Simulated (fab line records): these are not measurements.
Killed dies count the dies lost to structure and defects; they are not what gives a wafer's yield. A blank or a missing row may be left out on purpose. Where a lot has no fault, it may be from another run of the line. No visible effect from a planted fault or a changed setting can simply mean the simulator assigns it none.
Which tool is to blame?	flow nandHarc	Sampling: 24 lots, 72 wafers, 6 of 1159 route steps

WHAT EACH GAUGE READ, for each wafer
The record lacks any reading of a measuring or inspecting step that a usual standard deviation could be used to judge.

WHAT TOOL EACH LOT RAN ON (gives the tool, then ch and the chambers of the sampled wafers, and finally the start)
lot	NHARC_A_WL_FILL_ETCHBACK_17	NHARC_A_WL_FILL_ALD_19	NHARC_A_CONTACT_ETCH_48	NHARC_A_CONTACT_ETCH_51	NHARC_A_CONTACT_DEP_57	NHARC_A_CONTACT_DEP_58
L075	rieMetal-01 ch 0,1, day 15 15:25	aldMetal-03 ch 0,2,3, day 15 20:41	rieDiel-05 ch 0,2,3, day 16 12:31	rieDiel-05 ch 1,2,3, day 16 17:21 or earlier	aclDep-03 ch 0, day 16 17:21	pecvd-02 ch 0,1, day 16 18:50
L076	rieMetal-02 ch 0,1, day 15 15:27	aldMetal-04 ch 0,2,3, day 15 20:41	rieDiel-06 ch 0,2,3, day 16 15:12	rieDiel-06 ch 0,1,2, day 16 19:20 or earlier	aclDep-01 ch 0, day 16 19:20	pecvd-01 ch 0,1,2, day 16 21:05
L074	rieMetal-03 ch 0,1, day 15 15:41	aldMetal-01 ch 0,2,3, day 15 20:44	rieDiel-06 ch 0,2,3, day 16 12:17	rieDiel-06 ch 0,1, day 16 17:05 or earlier	aclDep-02 ch 0, day 16 17:05	pecvd-01 ch 0,1,2, day 16 18:50
L079	rieMetal-01 ch 0,1, day 16 09:07	aldMetal-03 ch 0,3, day 16 14:46	rieDiel-11 ch 0,2, day 17 00:47	rieDiel-11 ch 0,2, day 17 05:20 or earlier	aclDep-03 ch 0, day 17 05:20	pecvd-02 ch 1,2, day 17 06:46
L078	rieMetal-03 ch 0,1, day 16 09:11	aldMetal-04 ch 2,3, day 16 14:47	rieDiel-11 ch 0,3, day 17 03:14	rieDiel-11 ch 0,1, day 17 12:25 or earlier	aclDep-02 ch 0, day 17 12:25	pecvd-04 ch 0,1,2, day 17 13:39
L077	rieMetal-03 ch 0,1, day 16 12:28	aldMetal-04 ch 1,3, day 16 17:48	rieDiel-05 ch 1,2, day 17 08:54	rieDiel-05 ch 0,2, day 17 15:05 or earlier	aclDep-02 ch 0, day 17 15:05	pecvd-02 ch 0,2, day 17 16:32
L082	rieMetal-03 ch 0,1, day 16 20:31	aldMetal-04 ch 1,2, day 17 02:13	rieDiel-05 ch 1,2, day 17 18:34	rieDiel-05 ch 1,2,3, day 18 02:05 or earlier	aclDep-01 ch 0, day 18 02:05	pecvd-02 ch 0,1,2, day 18 03:16
L080	rieMetal-01 ch 0,1, day 16 21:30	aldMetal-03 ch 1,2,3, day 17 02:14	rieDiel-11 ch 0,2,3, day 17 16:22	rieDiel-11 ch 0,3, day 17 20:44 or earlier	aclDep-01 ch 0, day 17 20:44	pecvd-02 ch 0,1, day 17 22:29
L081	rieMetal-01 ch 0, day 17 04:55	aldMetal-03 ch 2,3, day 17 10:34	rieDiel-06 ch 1,2, day 18 02:44	rieDiel-06 ch 1,2,3, day 18 10:14 or earlier	aclDep-02 ch 0, day 18 10:14	pecvd-02 ch 0,2, day 18 11:44
L083	rieMetal-03 ch 0,1, day 18 00:56	aldMetal-01 ch 2,3, day 18 06:27	rieDiel-05 ch 0,3, day 18 16:43	rieDiel-05 ch 0,2,3, day 18 21:41 or earlier	aclDep-02 ch 0, day 18 21:41	pecvd-01 ch 0,1,2, day 18 23:09
L084	rieMetal-02 ch 0,1, day 18 00:59	aldMetal-03 ch 2,3, day 18 06:27	rieDiel-11 ch 1,3, day 18 18:43	rieDiel-11 ch 0,1,2, day 18 22:51 or earlier	aclDep-03 ch 0, day 18 22:51	pecvd-01 ch 0,1,2, day 19 00:37
L085	rieMetal-03 ch 0,1, day 18 12:02	aldMetal-03 ch 0,1, day 18 17:42	rieDiel-11 ch 0,3, day 19 03:13	rieDiel-11 ch 0,2, day 19 08:19 or earlier	aclDep-03 ch 0, day 19 08:19	pecvd-02 ch 0,1, day 19 09:53
L088	rieMetal-02 ch 0,1, day 18 14:59	aldMetal-04 ch 0,3, day 18 20:17	rieDiel-11 ch 2,3, day 19 06:12	rieDiel-11 ch 1,3, day 19 10:28 or earlier	aclDep-01 ch 0, day 19 10:28	pecvd-02 ch 1,2, day 19 12:14
L087	rieMetal-03 ch 0,1, day 18 15:05	aldMetal-01 ch 0,1,2, day 18 20:19	rieDiel-05 ch 0,1,2, day 19 08:29	rieDiel-05 ch 0,2,3, day 19 13:29 or earlier	aclDep-02 ch 0, day 19 13:29	pecvd-02 ch 0,2, day 19 14:58
L086	rieMetal-02 ch 0,1, day 18 20:59	aldMetal-04 ch 0,1,3, day 19 02:37	rieDiel-05 ch 0,2, day 19 14:04	rieDiel-05 ch 2,3, day 19 19:29 or earlier	aclDep-02 ch 0, day 19 19:29	pecvd-04 ch 0,1,2, day 19 20:42
L089	rieMetal-01 ch 0,1, day 19 04:54	aldMetal-03 ch 1,2, day 19 10:23	rieDiel-06 ch 0,1,2, day 19 20:08	rieDiel-06 ch 1,2, day 20 01:30 or earlier	aclDep-03 ch 0, day 20 01:30	pecvd-02 ch 1,2, day 20 02:59
L091	rieMetal-01 ch 0,1, day 19 15:05	aldMetal-03 ch 0,2,3, day 19 20:35	rieDiel-11 ch 0,2,3, day 20 09:50	rieDiel-11 ch 0,2,3, day 20 14:49 or earlier	aclDep-03 ch 0, day 20 14:49	pecvd-02 ch 0,1,2, day 20 16:17
L090	rieMetal-03 ch 1, day 19 15:10	aldMetal-01 ch 1,2,3, day 19 20:36	rieDiel-11 ch 1,3, day 20 07:58	rieDiel-11 ch 0,1,3, day 20 12:22 or earlier	aclDep-02 ch 0, day 20 12:22	pecvd-04 ch 1,2, day 20 14:06
L093	rieMetal-03 ch 0,1, day 19 19:04	aldMetal-04 ch 0,2,3, day 20 00:49	rieDiel-06 ch 0,1, day 20 15:41	rieDiel-06 ch 0,1, day 21 01:37 or earlier	aclDep-03 ch 0, day 21 01:37	pecvd-04 ch 0,2, day 21 03:24
L094	rieMetal-02 ch 0,1, day 19 21:41	aldMetal-04 ch 0,3, day 20 03:01	rieDiel-06 ch 0,3, day 20 12:47	rieDiel-06 ch 0,1,3, day 20 18:56 or earlier	aclDep-03 ch 0, day 20 18:56	pecvd-01 ch 1,2, day 20 20:40
L092	rieMetal-02 ch 0,1, day 20 12:03	aldMetal-04 ch 0,1,2, day 20 17:24	rieDiel-11 ch 0,1,3, day 21 09:35	rieDiel-11 ch 0,2,3, day 21 14:12 or earlier	aclDep-03 ch 0, day 21 14:12	pecvd-04 ch 0,1, day 21 15:56
L095	rieMetal-02 ch 0,1, day 20 23:34	aldMetal-01 ch 0,1,2, day 21 05:13	rieDiel-11 ch 2,3, day 21 15:29	rieDiel-11 ch 1,2,3, day 21 19:56 or earlier	aclDep-02 ch 0, day 21 19:56	pecvd-04 ch 0,1,2, day 21 21:24
L097	rieMetal-01 ch 1, day 21 12:11	aldMetal-04 ch 0,3, day 21 18:20	rieDiel-11 ch 0,1,2, day 22 04:26	rieDiel-11 ch 1,2,3, day 22 09:06 or earlier	aclDep-01 ch 0, day 22 09:06	pecvd-02 ch 1,2, day 22 10:35
L096	rieMetal-02 ch 0,1, day 21 12:11	aldMetal-01 ch 0,1,2, day 21 18:20	rieDiel-06 ch 0,2, day 22 05:01	rieDiel-06 ch 0,1, day 22 09:44 or earlier	aclDep-03 ch 0, day 22 09:44	pecvd-02 ch 1,2, day 22 10:59
- NHARC_A_WL_FILL_ETCHBACK_17: etches the open film in Cl2/BCl3, target depth 4 nm, time 26.7 s.
- NHARC_A_WL_FILL_ALD_19: deposits TiN, target thk 2 nm, pulse time 3 s, ald cycles 100.
- NHARC_A_CONTACT_ETCH_48: etches the open film in CF4, target depth 39 nm, time 65 s.
- NHARC_A_CONTACT_ETCH_51: etches the open film in O2/COS, target depth 3600 nm, time 936 s.
- NHARC_A_CONTACT_DEP_57: deposits aC, target thk 2800 nm.
- NHARC_A_CONTACT_DEP_58: deposits SiON, target thk 60 nm.

WHAT THE TOOLS THEMSELVES READ (means of the sampled wafers that have a number; where no wafer has one, the mark that the record gives instead)
NHARC_A_WL_FILL_ETCHBACK_17. Usual: drypumpMotorCurrentA 5.59 A, standard deviation 0.17; oesProductAu 1.002 a.u., standard deviation 0.012.
lot	tool	drypumpMotorCurrentA (A)	oesProductAu (a.u.)	flag
L075	rieMetal-01	5.80	0.999	
L076	rieMetal-02	5.40	1.007	
L074	rieMetal-03	5.55	1.000	
L079	rieMetal-01	5.79	1.003	
L078	rieMetal-03	5.57	0.993	
L077	rieMetal-03	5.56	0.994	
L082	rieMetal-03	5.54	0.994	
L080	rieMetal-01	5.79	1.002	
L081	rieMetal-01	5.82	0.993	
L083	rieMetal-03	5.53	0.996	
L084	rieMetal-02	5.49	1.016	
L085	rieMetal-03	5.57	0.986	
L088	rieMetal-02	5.41	1.010	
L087	rieMetal-03	5.52	0.994	
L086	rieMetal-02	5.40	1.014	
L089	rieMetal-01	5.80	0.999	
L091	rieMetal-01	5.80	1.014	
L090	rieMetal-03	5.58	0.987	
L093	rieMetal-03	5.54	1.009	
L094	rieMetal-02	5.52	1.007	
L092	rieMetal-02	5.52	1.010	
L095	rieMetal-02	5.40	1.005	
L097	rieMetal-01	5.79	1.020	
L096	rieMetal-02	5.40	1.011	

NHARC_A_WL_FILL_ALD_19. Usual: heaterPowerW 1085 W, standard deviation 100; precursorPulseHeightRel 1.002, standard deviation 0.02.
lot	tool	heaterPowerW (W)	precursorPulseHeightRel	flag
L075	aldMetal-03	1132	0.995	
L076	aldMetal-04	1091	0.992	
L074	aldMetal-01	1100	0.984	
L079	aldMetal-03	1164	1.005	
L078	aldMetal-04	1015	1.010	
L077	aldMetal-04	1019	1.022	
L082	aldMetal-04	1203	1.022	
L080	aldMetal-03	1138	1.010	
L081	aldMetal-03	1131	0.995	
L083	aldMetal-01	1032	1.001	
L084	aldMetal-03	1134	1.014	
L085	aldMetal-03	1175	1.007	
L088	aldMetal-04	989	1.023	
L087	aldMetal-01	1087	0.987	
L086	aldMetal-04	1023	1.005	
L089	aldMetal-03	1142	1.010	
L091	aldMetal-03	1158	0.995	
L090	aldMetal-01	1043	1.000	
L093	aldMetal-04	1046	0.999	
L094	aldMetal-04	927	1.007	
L092	aldMetal-04	1102	0.997	
L095	aldMetal-01	1015	0.987	
L097	aldMetal-04	942	0.993	
L096	aldMetal-01	1017	1.024	

NHARC_A_CONTACT_ETCH_48. Usual: drypumpMotorCurrentA 5.6 A, standard deviation 0.3; mfcArSccm 0.010 sccm, standard deviation 0.013; oesProductAu 0.999 a.u., standard deviation 0.012; rfVppV 150.9 V, standard deviation 1.3; showerheadPlenumPTorr 1.74 Torr, standard deviation 0.08; throttleValvePct 13.284 %, standard deviation 0.0091.
lot	tool	drypumpMotorCurrentA (A)	mfcArSccm (sccm)	oesProductAu (a.u.)	rfVppV (V)	showerheadPlenumPTorr (Torr)	throttleValvePct (%)	flag
L075	rieDiel-05	5.6	0.016	1.003	151.4	1.81	13.283	
L076	rieDiel-06	5.7	0.000	0.990	150.7	1.72	13.279	
L074	rieDiel-06	5.7	0.000	0.987	151.7	1.72	13.281	
L079	rieDiel-11	5.3	0.017	1.002	151.6	1.71	13.285	
L078	rieDiel-11	5.3	0.021	0.998	150.0	1.67	13.285	
L077	rieDiel-05	5.5	0.003	0.996	151.3	1.78	13.285	
L082	rieDiel-05	5.5	0.003	1.004	152.4	1.77	13.295	
L080	rieDiel-11	5.3	0.019	1.002	149.9	1.69	13.284	
L081	rieDiel-06	6.1	0.001	0.986	150.7	1.71	13.291	
L083	rieDiel-05	5.5	0.020	0.995	150.7	1.74	13.277	
L084	rieDiel-11	5.6	0.007	1.006	150.6	1.71	13.279	
L085	rieDiel-11	5.3	0.021	1.002	150.0	1.67	13.279	
L088	rieDiel-11	5.2	0.008	1.003	150.4	1.72	13.281	
L087	rieDiel-05	5.6	0.006	1.000	151.1	1.75	13.284	
L086	rieDiel-05	5.6	0.009	1.000	150.3	1.73	13.282	
L089	rieDiel-06	5.8	0.001	0.999	150.9	1.78	13.283	
L091	rieDiel-11	5.3	0.019	1.011	150.3	1.69	13.281	
L090	rieDiel-11	5.3	0.009	1.002	150.7	1.69	13.290	
L093	rieDiel-06	5.6	0.001	0.993	152.1	1.85	13.273	
L094	rieDiel-06	5.6	0.000	0.979	152.2	1.86	13.286	
L092	rieDiel-11	5.5	0.018	0.997	150.4	1.68	13.289	
L095	rieDiel-11	5.1	0.010	1.001	150.3	1.70	13.286	
L097	rieDiel-11	5.5	0.016	1.004	149.9	1.70	13.282	
L096	rieDiel-06	5.8	0.000	1.010	150.7	1.75	13.287	

NHARC_A_CONTACT_ETCH_51. Usual: drypumpMotorCurrentA 5.58 A, standard deviation 0.29; mfcArSccm 0.011 sccm, standard deviation 0.013; oesProductAu 1.001 a.u., standard deviation 0.011; rfVppV 313.4 V, standard deviation 2.3; showerheadPlenumPTorr 3.07 Torr, standard deviation 0.15; throttleValvePct 28.330 %, standard deviation 0.0097.
lot	tool	drypumpMotorCurrentA (A)	mfcArSccm (sccm)	oesProductAu (a.u.)	rfVppV (V)	showerheadPlenumPTorr (Torr)	throttleValvePct (%)	flag
L075	rieDiel-05	5.51	0.012	0.998	315.4	3.23	28.330	
L076	rieDiel-06	5.87	0.001	0.992	311.7	3.00	28.329	
L074	rieDiel-06	5.86	0.003	0.991	312.8	3.04	28.336	
L079	rieDiel-11	5.49	0.027	1.011	311.8	2.96	28.341	
L078	rieDiel-11	5.74	0.015	1.009	312.8	2.99	28.328	
L077	rieDiel-05	5.71	0.005	1.008	313.7	3.17	28.329	
L082	rieDiel-05	5.51	0.012	1.001	314.7	3.22	28.331	
L080	rieDiel-11	5.29	0.021	1.008	311.7	2.94	28.330	
L081	rieDiel-06	5.99	0.001	0.984	314.3	3.11	28.328	
L083	rieDiel-05	5.59	0.016	1.014	315.1	3.18	28.320	
L084	rieDiel-11	5.55	0.016	1.011	312.9	3.00	28.331	
L085	rieDiel-11	5.50	0.027	0.994	312.2	2.95	28.332	
L088	rieDiel-11	5.56	0.007	1.005	312.1	3.01	28.321	
L087	rieDiel-05	5.59	0.016	1.005	315.0	3.18	28.326	
L086	rieDiel-05	5.62	0.011	1.011	316.7	3.28	28.339	
L089	rieDiel-06	6.09	0.001	0.992	313.2	3.01	28.331	
L091	rieDiel-11	5.30	0.019	1.003	311.2	2.97	28.318	
L090	rieDiel-11	5.50	0.018	0.997	312.2	2.96	28.325	
L093	rieDiel-06	5.87	0.003	0.994	314.3	3.18	28.320	
L094	rieDiel-06	5.75	0.001	0.993	315.9	3.23	28.330	
L092	rieDiel-11	5.34	0.019	0.999	312.2	2.97	28.336	
L095	rieDiel-11	5.37	0.007	1.002	312.3	3.01	28.332	
L097	rieDiel-11	5.38	0.007	1.004	312.0	3.01	28.336	
L096	rieDiel-06	5.65	0.001	1.000	316.4	3.26	28.331	

NHARC_A_CONTACT_DEP_57. Usual: 35.001 % for throttleValvePct, sd 0.0092.
lot	tool	throttleValvePct (%)	flag
L075	aclDep-03	35.009	
L076	aclDep-01	35.002	
L074	aclDep-02	34.991	
L079	aclDep-03	35.001	
L078	aclDep-02	35.006	
L077	aclDep-02	35.001	
L082	aclDep-01	35.001	
L080	aclDep-01	34.999	
L081	aclDep-02	35.007	
L083	aclDep-02	35.013	
L084	aclDep-03	35.004	
L085	aclDep-03	34.997	
L088	aclDep-01	34.993	
L087	aclDep-02	35.005	
L086	aclDep-02	35.002	
L089	aclDep-03	35.005	
L091	aclDep-03	34.990	
L090	aclDep-02	35.002	
L093	aclDep-03	35.005	
L094	aclDep-03	34.999	
L092	aclDep-03	34.997	
L095	aclDep-02	35.004	
L097	aclDep-01	34.992	
L096	aclDep-03	34.996	

NHARC_A_CONTACT_DEP_58. Usual: 726 W for heaterPowerW, sd 91.
lot	tool	heaterPowerW (W)	flag
L075	pecvd-02	625	
L076	pecvd-01	779	
L074	pecvd-01	800	
L079	pecvd-02	697	
L078	pecvd-04	804	
L077	pecvd-02	763	
L082	pecvd-02	659	
L080	pecvd-02	659	
L081	pecvd-02	677	
L083	pecvd-01	768	
L084	pecvd-01	723	
L085	pecvd-02	624	
L088	pecvd-02	713	
L087	pecvd-02	745	
L086	pecvd-04	754	
L089	pecvd-02	778	
L091	pecvd-02	688	
L090	pecvd-04	879	
L093	pecvd-04	804	
L094	pecvd-01	729	
L092	pecvd-04	723	
L095	pecvd-04	731	
L097	pecvd-02	670	
L096	pecvd-02	776	

THE ANSWER, worked out from the rows above alone
Rule: a lot counts as off when the mean over its wafers that have a number is more than 3 standard deviations away from the usual mean. A lot without any number at a reading at which 4 lots or more have one is off too. The other lots that the step has rows for count as sound. After the gauges, taken in route order, come the tools' own readings; for these a lot's mean is taken, as printed above. At the first step where some lot is off, the reading lying furthest off is the one used; lots without a number count as furthest.
Across all readings shown, no lot is off: no conclusion can be drawn from this.

WHAT THE SIMULATOR HAD PUT IN
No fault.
